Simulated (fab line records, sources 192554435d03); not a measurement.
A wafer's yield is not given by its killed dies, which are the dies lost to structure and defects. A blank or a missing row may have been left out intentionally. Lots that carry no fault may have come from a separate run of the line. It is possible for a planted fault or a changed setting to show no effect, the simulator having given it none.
fab line records ; flow n5Finfet
record lots=6; wafers=18; lastDay=19
route steps=1938 shown BEOL_M12@1605
lots that met no fault: taken from a fault-free run of the same line
startH: hours from the record's first day to the start of the lot's first wafer shown ; waitH: how many hours have passed since the lot's step before this one ; " repeats the value in the row above ; L1.1+2: a row that stands for several wafers ; - no value present, or no start provided ; * or withheld: withheld ; < > ~ a bound
route shown NAME@n: NAME is a module with steps in the file, n the number in the route of the first one ; usual: the fault-free wafers' mean and standard deviation ; same: alike in all rows ; chamber/n: place in a boat ; sites: each site's reading ; _std_site: the standard deviation of these ; _edge_site: mean of outer sites minus mean of inner sites ; radiusMm: for every site, how far away it sits from the centre of the wafer ; mask NAME#n: copy n ; behind: the most recent tool/chamber to have shaped the wafer ; hold: reason for holding the lot/hours on hold/outcome of the hold ; device: the n, p or np transistor that did not switch ; end of line: tests of these same wafers at the route's end ; a step with no rows: only its recipe ; killed: count of dies lost to structure and defects at first sort (not the wafer's yield) ; map: a wafer's dies, x killed, . not, _ none there
set.NAME: the setting that was run; set.NAME@STEP: the one run at that earlier step ; model.NAME: the simulator's own value behind a step, which no gauge read
lots at selected steps of the route; one table per step, one row per wafer
services: from which hour (startH, from the record's first day; less than 0 if before it) a tool's chamber was out of use, for how many hours, and why
## steps
# step N5_BEOL_M12_COAT_04
# recipe spinRpm=1625; resistThkNm=400
# step N5_BEOL_M12_EBR_06
# recipe solvent=PGMEA; ebrWidthMm=1.5
# step N5_BEOL_M12_SOFTBAKE_05
# recipe tempC=130; timeS=60
# step N5_BEOL_M12_EXPOSE_07
# recipe maskId=V11; na=0.93; sourceShape=conventional; sigmaOuter=0.6; polarization=unpolarized; attpsmPhaseDeg=180; doseMj=32.5
# step N5_BEOL_M12_PEB_08
# recipe pebTempC=130; pebTimeS=90
# step N5_BEOL_M12_DEVELOP_09
# recipe developTimeS=45; rinseLiquid=diw; dry=airSpin; devTempC=21
# step N5_BEOL_M12_HARDBAKE_14
# recipe tempC=130; timeS=120
# step N5_BEOL_M12_CD_MEAS_10
# recipe targetCdNm=140; landingEnergyEv=500; detector=seInlens; polarity=opening
# usual cdNm=140.0/1.4
lot.wafer;tool;chamber;startH;waitH;cdNm
L826.1;cdSem-03;0;269.07;-;141.3
L826.2;cdSem-03;0;269.07;-;139.2
L826.5;cdSem-03;0;269.07;-;139.3
L824.1;cdSem-01;0;278.64;-;139.9
L824.4;cdSem-01;0;278.64;-;139.9
L824.5;cdSem-01;0;278.64;-;140.3
L830.2;cdSem-02;0;337.98;-;137.7
L830.4;cdSem-02;0;337.98;-;138.7
L830.6;cdSem-02;0;337.98;-;138.2
L837.2;cdSem-02;0;352.54;-;142.4
L837.3;cdSem-02;0;352.54;-;140.9
L837.6;cdSem-02;0;352.54;-;139.5
L843.4;cdSem-03;0;399.01;-;140.5
L843.5;cdSem-03;0;399.01;-;140.5
L843.6;cdSem-03;0;399.01;-;139.3
L844.1;cdSem-01;0;410.12;-;139.7
L844.3;cdSem-01;0;410.12;-;140.8
L844.5;cdSem-01;0;410.12;-;142.4
# step N5_BEOL_M12_OVL_MEAS_11
# recipe pointsPerWafer=44
# usual V11_OVL=-2/5.7
lot.wafer;tool;chamber;startH;waitH;V11_OVL[nm]
L826.1;overlay-02;0;269.10;0.0;2
L826.2;overlay-02;0;269.10;0.0;-4
L826.5;overlay-02;0;269.10;0.0;-2
L824.1;overlay-02;0;278.67;0.0;6
L824.4;overlay-02;0;278.67;0.0;-5
L824.5;overlay-02;0;278.67;0.0;1
L830.2;overlay-02;0;338.01;0.0;1
L830.4;overlay-02;0;338.01;0.0;-6
L830.6;overlay-02;0;338.01;0.0;2
L837.2;overlay-02;0;352.57;0.0;-7
L837.3;overlay-02;0;352.57;0.0;-10
L837.6;overlay-02;0;352.57;0.0;-15
L843.4;overlay-02;0;399.04;0.0;-10
L843.5;overlay-02;0;399.04;0.0;-14
L843.6;overlay-02;0;399.04;0.0;-9
L844.1;overlay-02;0;410.15;0.0;-13
L844.3;overlay-02;0;410.15;0.0;-12
L844.5;overlay-02;0;410.15;0.0;-9
# step N5_BEOL_M12_INSPECT_12
# recipe mode=adi; inspectInstrument=macro
# usual rawDefectCount=2.0/1.5
lot.wafer;tool;chamber;startH;waitH;rawDefectCount
L826.1;defectInspect-02;-;269.13;0.0;2
L826.2;defectInspect-02;-;269.13;0.0;3
L826.5;defectInspect-02;-;269.13;0.0;5
L824.1;defectInspect-01;-;278.70;0.0;3
L824.4;defectInspect-01;-;278.70;0.0;2
L824.5;defectInspect-01;-;278.70;0.0;2
L830.2;defectInspect-01;-;338.04;0.0;2
L830.4;defectInspect-01;-;338.04;0.0;0
L830.6;defectInspect-01;-;338.04;0.0;4
L837.2;defectInspect-02;-;352.59;0.0;0
L837.3;defectInspect-02;-;352.59;0.0;3
L837.6;defectInspect-02;-;352.59;0.0;0
L843.4;defectInspect-02;-;399.07;0.0;1
L843.5;defectInspect-02;-;399.07;0.0;1
L843.6;defectInspect-02;-;399.07;0.0;4
L844.1;defectInspect-02;-;410.17;0.0;2
L844.3;defectInspect-02;-;410.17;0.0;5
L844.5;defectInspect-02;-;410.17;0.0;1
# step N5_BEOL_M12_DESCUM_15
# recipe chemistry=O2; timeS=7.9; sourcePowerW=50; biasPowerW=20; pressureMtorr=20; rfFrequencyHz=2.712e+07; tempC=40; o2FlowSccm=225
# usual chamberPressureMTorr=20.001/0.028; drypumpMotorCurrentA=5.9/0.39; oesProductAu=0.80/0.08; rfFwdPowerW=49.46/0.18; rfVppV=243.6/1.6; showerheadPlenumPTorr=2.12/0.099; throttleValvePct=20.33/0.15
lot.wafer;tool;chamber;startH;waitH;chamberPressureMTorr;drypumpMotorCurrentA;oesProductAu;rfFwdPowerW;rfHoursCounterH;rfVppV;showerheadPlenumPTorr;throttleValvePct
L826.1;rieDiel-02;0;269.16;0.0;20.003;5.3;0.82;49.50;70;244.3;2.21;20.20
L826.2;rieDiel-02;3;269.16;0.0;20.006;5.9;0.71;49.55;220;244.7;2.15;20.28
L826.5;rieDiel-02;0;269.16;0.0;20.034;5.3;0.82;49.62;-;245.1;2.21;20.20
L824.1;rieDiel-04;2;278.73;0.0;20.007;6.1;0.81;49.51;94;243.1;2.02;20.56
L824.4;rieDiel-04;3;278.73;0.0;20.026;6.0;0.70;49.18;-;241.8;2.06;20.39
L824.5;rieDiel-04;2;278.73;0.0;20.001;6.1;0.81;49.59;-;241.9;2.01;20.56
L830.2;rieDiel-05;1;338.07;0.0;20.004;5.4;0.72;49.24;190;239.9;1.90;20.58
L830.4;rieDiel-05;0;338.07;0.0;19.964;5.5;0.72;49.49;-;244.5;2.16;20.30
L830.6;rieDiel-05;2;338.07;0.0;20.041;5.8;0.83;49.23;-;246.2;2.21;20.37
L837.2;rieDiel-05;1;352.63;0.0;20.011;5.4;0.71;49.38;197;239.4;1.90;20.61
L837.3;rieDiel-05;2;352.63;0.0;20.016;5.8;0.82;49.07;73;244.9;2.21;20.38
L837.6;rieDiel-05;0;352.63;0.0;19.995;5.5;0.72;49.53;-;244.7;2.15;20.30
L843.4;rieDiel-04;1;399.48;0.4;20.012;6.1;0.90;49.42;41;245.0;2.21;20.02
L843.5;rieDiel-04;3;399.48;0.4;20.021;6.0;0.91;49.20;-;242.5;2.05;20.11
L843.6;rieDiel-04;0;399.48;0.4;20.007;6.4;0.79;49.49;-;243.0;2.20;20.34
L844.1;rieDiel-02;1;410.21;0.0;20.003;5.5;0.73;49.54;162;243.7;2.17;20.45
L844.3;rieDiel-02;2;410.21;0.0;19.981;6.4;0.84;49.52;71;243.1;2.03;20.29
L844.5;rieDiel-02;1;410.21;0.0;19.996;5.5;0.73;49.55;-;243.7;2.17;20.46
# step N5_BEOL_M12_ETCH_59
# recipe chemistry=N2/H2; target=BARC; targetDepthA=890; overetchA=267; timeS=67.9; ionEnergyEv=200; pressureMtorr=30; sourceW=840; biasW=150; n2FlowSccm=200; h2FlowSccm=200
# usual biasW=150.0/0.48; chamberPressureMTorr=30.003/0.029; drypumpMotorCurrentA=5.9/0.39; oesProductAu=0.68/0.064; rfFwdPowerW=833.4/2.8; rfVppV=525/3.2; showerheadPlenumPTorr=2.58/0.11; throttleValvePct=17.82/0.17
lot.wafer;tool;chamber;startH;waitH;biasW;chamberPressureMTorr;drypumpMotorCurrentA;oesProductAu;rfFwdPowerW;rfHoursCounterH;rfVppV;showerheadPlenumPTorr;throttleValvePct
L826.1;rieDiel-02;0;269.20;0.0;150.8;30.007;5.3;0.68;834.1;70;527;2.69;17.68
L826.2;rieDiel-02;3;269.20;0.0;149.9;29.989;5.9;0.61;835.0;220;525;2.62;17.87
L826.5;rieDiel-02;0;269.20;0.0;149.8;29.982;5.3;0.68;831.3;-;526;2.69;17.66
L824.1;rieDiel-04;2;278.76;0.0;149.7;29.975;6.1;0.70;830.2;94;523;2.46;18.09
L824.4;rieDiel-04;3;278.76;0.0;150.3;29.972;6.0;0.60;835.1;-;523;2.51;17.90
L824.5;rieDiel-04;2;278.76;0.0;150.0;30.074;6.1;0.69;831.3;-;521;2.46;18.08
L830.2;rieDiel-05;1;338.11;0.0;149.3;30.029;5.4;0.61;831.1;190;517;2.32;18.13
L830.4;rieDiel-05;0;338.11;0.0;150.8;29.992;5.6;0.62;831.3;-;527;2.62;17.80
L830.6;rieDiel-05;2;338.11;0.0;149.7;29.973;5.8;0.70;830.3;-;528;2.69;17.79
L837.2;rieDiel-05;1;352.66;0.0;148.8;30.032;5.4;0.61;831.1;197;519;2.32;18.15
L837.3;rieDiel-05;2;352.66;0.0;149.9;29.938;5.8;0.70;835.1;73;529;2.69;17.78
L837.6;rieDiel-05;0;352.66;0.0;150.2;30.007;5.5;0.61;831.1;-;527;2.62;17.80
L843.4;rieDiel-04;1;399.51;0.0;150.6;30.009;6.1;0.77;838.1;41;528;2.69;17.47
L843.5;rieDiel-04;3;399.51;0.0;150.4;30.006;6.0;0.77;828.7;-;523;2.49;17.56
L843.6;rieDiel-04;0;399.51;0.0;150.0;30.027;6.4;0.68;829.2;-;529;2.65;17.75
L844.1;rieDiel-02;1;410.24;0.0;149.6;29.993;5.5;0.64;831.0;162;527;2.64;17.87
L844.3;rieDiel-02;2;410.24;0.0;150.3;30.020;6.4;0.72;832.9;71;521;2.47;17.87
L844.5;rieDiel-02;1;410.24;0.0;149.2;29.964;5.5;0.63;833.2;-;527;2.64;17.87
# step N5_BEOL_M12_VIA_ETCH_16
# recipe chemistry=C4F8/O2/Ar; target=SiOC; pressureMtorr=30; sourceW=3000; biasW=700; Ar_flow_sccm=400; C4F8_flow_sccm=15; O2_flow_sccm=8; heInnerTorr=15; heOuterTorr=30; targetDepthA=7248; timeS=withheld; ionEnergyEv=250; ends=cleared
# usual C4F8_flow_sccm=14.99/0.047; O2_flow_sccm=7.999/0.022; chamberPressureMTorr=30.000/0.027; drypumpMotorCurrentA=5.9/0.39; oesProductAu=0.72/0.071; rfFwdPowerW=2991/10; rfVppV=666/4.2; showerheadPlenumPTorr=3.46/0.15; throttleValvePct=24.09/0.19
lot.wafer;tool;chamber;startH;waitH;C4F8_flow_sccm;O2_flow_sccm;chamberPressureMTorr;drypumpMotorCurrentA;oesProductAu;rfFwdPowerW;rfVppV;showerheadPlenumPTorr;throttleValvePct;model.coat_of_BEOL_M12_COAT_04.thkNm
L826.1;rieDiel-02;0;269.25;0.0;-;-;-;-;-;-;-;-;-;319.8
L826.2;rieDiel-02;3;269.25;0.0;-;-;-;-;-;-;-;-;-;323.2
L826.5;rieDiel-02;0;269.25;0.0;-;-;-;-;-;-;-;-;-;320.6
L824.1;rieDiel-04;2;278.82;0.0;-;-;-;-;-;-;-;-;-;317.4
L824.4;rieDiel-04;3;278.82;0.0;-;-;-;-;-;-;-;-;-;315.4
L824.5;rieDiel-04;2;278.82;0.0;-;-;-;-;-;-;-;-;-;316.6
L830.2;rieDiel-05;1;338.16;0.0;14.92;8.005;29.995;5.4;0.65;2980;658;3.15;24.43;128.4
L830.4;rieDiel-05;0;338.16;0.0;14.98;8.019;29.986;5.5;0.65;3012;668;3.51;24.01;122.8
L830.6;rieDiel-05;2;338.16;0.0;15.03;8.016;29.986;5.8;0.75;2977;670;3.61;24.23;123.8
L837.2;rieDiel-05;1;352.71;0.0;15.00;7.960;30.020;5.4;0.64;2993;658;3.14;24.45;122.8
L837.3;rieDiel-05;2;352.71;0.0;15.10;7.969;29.990;5.8;0.74;2977;670;3.61;24.22;123.8
L837.6;rieDiel-05;0;352.71;0.0;14.96;7.983;30.015;5.5;0.64;2999;668;3.50;24.02;120.6
L843.4;rieDiel-04;1;399.57;0.0;15.01;8.028;30.010;6.1;0.81;2989;671;3.61;23.79;118.4
L843.5;rieDiel-04;3;399.57;0.0;15.03;8.009;29.965;6.0;0.82;2990;664;3.34;23.79;117.6
L843.6;rieDiel-04;0;399.57;0.0;14.98;8.019;29.975;6.3;0.72;2994;670;3.57;24.04;117.6
L844.1;rieDiel-02;1;410.29;0.0;15.02;8.009;30.005;5.5;0.67;2992;668;3.56;24.29;128
L844.3;rieDiel-02;2;410.29;0.0;14.99;8.015;29.995;6.4;0.77;2980;663;3.31;24.04;126.2
L844.5;rieDiel-02;1;410.29;0.0;15.04;8.048;30.019;5.5;0.67;2992;669;3.56;24.28;123.8
# step N5_BEOL_M12_STRIP_63
# recipe chemistry=N2/H2; powerW=1000; tempC=250; h2Frac=0.65; overashFraction=0.3; pressureMtorr=1000; n2FlowSccm=1750; h2FlowSccm=3250
# usual chamberPressureMTorr=1000.1/0.85; drypumpMotorCurrentA=5.34/0.28; heaterPowerW=349/17; oesProductAu=0.694/0.0044; stripTimeToEndpointS=42.7/0.81
lot.wafer;tool;chamber;startH;waitH;chamberPressureMTorr;drypumpMotorCurrentA;heaterPowerW;oesProductAu;rfHoursCounterH;stripTimeToEndpointS
L826.1;plasmaAsher-01;1;269.45;-;999.0;5.61;367;0.853;125;93.5
L826.2;plasmaAsher-01;0;269.45;-;1002.0;4.99;331;0.863;125;94.3
L826.5;plasmaAsher-01;0;269.45;-;999.3;5.02;329;0.863;-;93.6
L824.1;plasmaAsher-01;0;279.02;-;1001.3;5.00;329;0.857;127;92.8
L824.4;plasmaAsher-01;1;279.02;-;998.8;5.60;371;0.860;-;92.3
L824.5;plasmaAsher-01;0;279.02;-;1000.6;5.01;324;0.870;-;92.6
L830.2;plasmaAsher-01;0;338.36;-;1000.8;5.01;341;0.696;139;44.0
L830.4;plasmaAsher-01;1;338.36;-;999.8;5.64;352;0.696;-;42.5
L830.6;plasmaAsher-01;0;338.36;-;998.3;5.02;332;0.696;-;42.7
L837.2;plasmaAsher-01;0;352.91;-;1000.2;5.00;334;0.688;142;42.4
L837.3;plasmaAsher-01;0;352.91;-;1001.3;5.02;329;0.688;-;42.7
L837.6;plasmaAsher-01;0;352.91;-;1000.2;5.01;334;0.687;-;41.9
L843.4;plasmaAsher-01;1;399.79;-;1001.3;5.65;364;0.700;-;41.3
L843.5;plasmaAsher-01;1;399.79;-;1000.3;5.63;364;0.695;-;41.0
L843.6;plasmaAsher-01;0;399.79;-;1001.3;5.01;341;0.695;-;41.0
L844.1;plasmaAsher-01;1;410.49;-;1001.1;5.66;366;0.692;154;43.8
L844.3;plasmaAsher-01;0;410.49;-;999.4;4.99;330;0.693;-;43.4
L844.5;plasmaAsher-01;0;410.49;-;999.3;5.00;339;0.695;-;42.7
# step N5_BEOL_M12_STRIP_64
# recipe chemistry=N2/H2; powerW=1000; tempC=250; h2Frac=0.65; overashFraction=0.3; pressureMtorr=withheld; n2FlowSccm=1750; h2FlowSccm=3250
# usual drypumpMotorCurrentA=5.34/0.28; heaterPowerW=348/17; oesProductAu=0.716/0.0047; stripTimeToEndpointS=31.31/0.078
lot.wafer;tool;chamber;startH;waitH;drypumpMotorCurrentA;heaterPowerW;oesProductAu;rfHoursCounterH;stripTimeToEndpointS
L826.1;plasmaAsher-01;1;269.51;0.0;5.64;366;0.711;125;31.14
L826.2;plasmaAsher-01;0;269.51;0.0;5.01;334;0.715;125;31.21
L826.5;plasmaAsher-01;0;269.51;0.0;5.00;333;0.724;-;31.29
L824.1;plasmaAsher-01;0;279.08;0.0;5.00;326;0.718;127;31.23
L824.4;plasmaAsher-01;1;279.08;0.0;5.64;363;0.713;-;31.29
L824.5;plasmaAsher-01;0;279.08;0.0;5.01;319;0.728;-;31.33
L830.2;plasmaAsher-01;0;338.42;0.0;4.99;330;0.712;139;31.31
L830.4;plasmaAsher-01;1;338.42;0.0;5.59;374;0.715;-;31.38
L830.6;plasmaAsher-01;0;338.42;0.0;4.98;337;0.710;-;31.31
L837.2;plasmaAsher-01;0;352.97;0.0;4.97;330;0.716;142;31.21
L837.3;plasmaAsher-01;0;352.97;0.0;4.98;333;0.718;-;31.19
L837.6;plasmaAsher-01;0;352.97;0.0;4.98;332;0.715;-;31.20
L843.4;plasmaAsher-01;1;399.85;0.0;5.62;363;0.707;-;31.40
L843.5;plasmaAsher-01;1;399.85;0.0;5.62;362;0.714;-;31.48
L843.6;plasmaAsher-01;0;399.85;0.0;4.98;333;0.714;-;31.45
L844.1;plasmaAsher-01;1;410.55;0.0;5.66;369;0.718;154;31.30
L844.3;plasmaAsher-01;0;410.55;0.0;5.00;331;0.709;-;31.41
L844.5;plasmaAsher-01;0;410.55;0.0;5.02;337;0.713;-;31.28
# step N5_BEOL_M12_STRIP_71
# recipe chemistry=postEtchResidueRemover; timeS=60; tempC=25; removerPh=withheld; removerWaterWtPct=withheld; removerFluorideWtPct=withheld
# step N5_BEOL_M12_SRD_72
# recipe timeS=30; tempC=23; rinseLiquid=diw; dry=n2Spin; spinRpm=1500; dryTimeS=30
# step N5_BEOL_M12_CD_MEAS_17
# recipe targetCdNm=140; polarity=opening
# usual cdNm=140.2/1.5
lot.wafer;tool;chamber;startH;waitH;cdNm
L826.1;cdSem-03;-;269.65;0.0;-
L826.2;cdSem-03;-;269.65;0.0;-
L826.5;cdSem-03;-;269.65;0.0;-
L824.1;cdSem-01;-;279.22;0.0;-
L824.4;cdSem-01;-;279.22;0.0;-
L824.5;cdSem-01;-;279.22;0.0;-
L830.2;cdSem-01;-;338.57;0.0;137.9
L830.4;cdSem-01;-;338.57;0.0;139.7
L830.6;cdSem-01;-;338.57;0.0;138.8
L837.2;cdSem-01;-;353.12;0.0;143.5
L837.3;cdSem-01;-;353.12;0.0;141.6
L837.6;cdSem-01;-;353.12;0.0;140.8
L843.4;cdSem-03;-;399.98;0.0;140.4
L843.5;cdSem-03;-;399.98;0.0;140.3
L843.6;cdSem-03;-;399.98;0.0;139.6
L844.1;cdSem-03;-;410.70;0.0;139.9
L844.3;cdSem-03;-;410.70;0.0;142.0
L844.5;cdSem-03;-;410.70;0.0;143.8
# step N5_BEOL_M12_COAT_65
# recipe resist=SOC; tempC=250; timeS=60; spinRpm=1500; resistThkNm=300
## services
tool;chamber;startH;hours;kind
rieDiel-05;0;267.67;7.6;repair
rieDiel-04;1;277.22;-;clean
rieDiel-04;1;277.22;-;consumableReplace:focusRing
rieDiel-04;1;277.22;-;consumableReplace:showerhead
rieDiel-04;1;277.22;13.6;scheduledDown
rieDiel-04;1;277.22;13.6;ventCycle
rieDiel-02;3;321.37;8.5;repair
rieDiel-04;3;323.22;-;clean
rieDiel-04;3;323.22;-;consumableReplace:focusRing
rieDiel-04;3;323.22;13.6;scheduledDown
rieDiel-04;3;323.22;13.6;ventCycle
rieDiel-05;3;337.33;15.2;repair
rieDiel-02;1;356.92;13.5;repair
rieDiel-04;0;404.31;19.7;repair
## key
firstSign step=N5_BEOL_M12_VIA_ETCH_16; reading=toolRecord; direction=missing
effect step=N5_BEOL_M12_STRIP_63; reading=stripTimeToEndpointS; direction=up; sigmas=62; usual=*; struck=*
effect step=N5_BEOL_M12_CD_MEAS_17; reading=cdNm; direction=missing
modelEffect step=N5_BEOL_M12_VIA_ETCH_16; value=coat_of_BEOL_M12_COAT_04.thkNm; without=124.8; struck=318.8
metAt N5_BEOL_M12_VIA_ETCH_16
struckWafers L824.1,L824.4,L824.5,L826.1,L826.2,L826.5
laterRowsLeftOut L824.1,L824.4,L824.5,L826.1,L826.2,L826.5
sortLeftOut L824.1,L824.4,L824.5,L826.1,L826.2,L826.5
fault kind=skippedStepWhole; tool=rieDiel-02,rieDiel-04; chamber=-; onsetH=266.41; steps=N5_BEOL_M12_VIA_ETCH_16; scope=struckLotsOnly
# sortLeftOut: the simulated sort isn't trusted on such a fault, so these wafers' sort isn't shown, and their yield isn't known
# laterRowsLeftOut: the simulator's readings of these wafers behind a module that went badly wrong aren't trusted and aren't shown, but for the sort
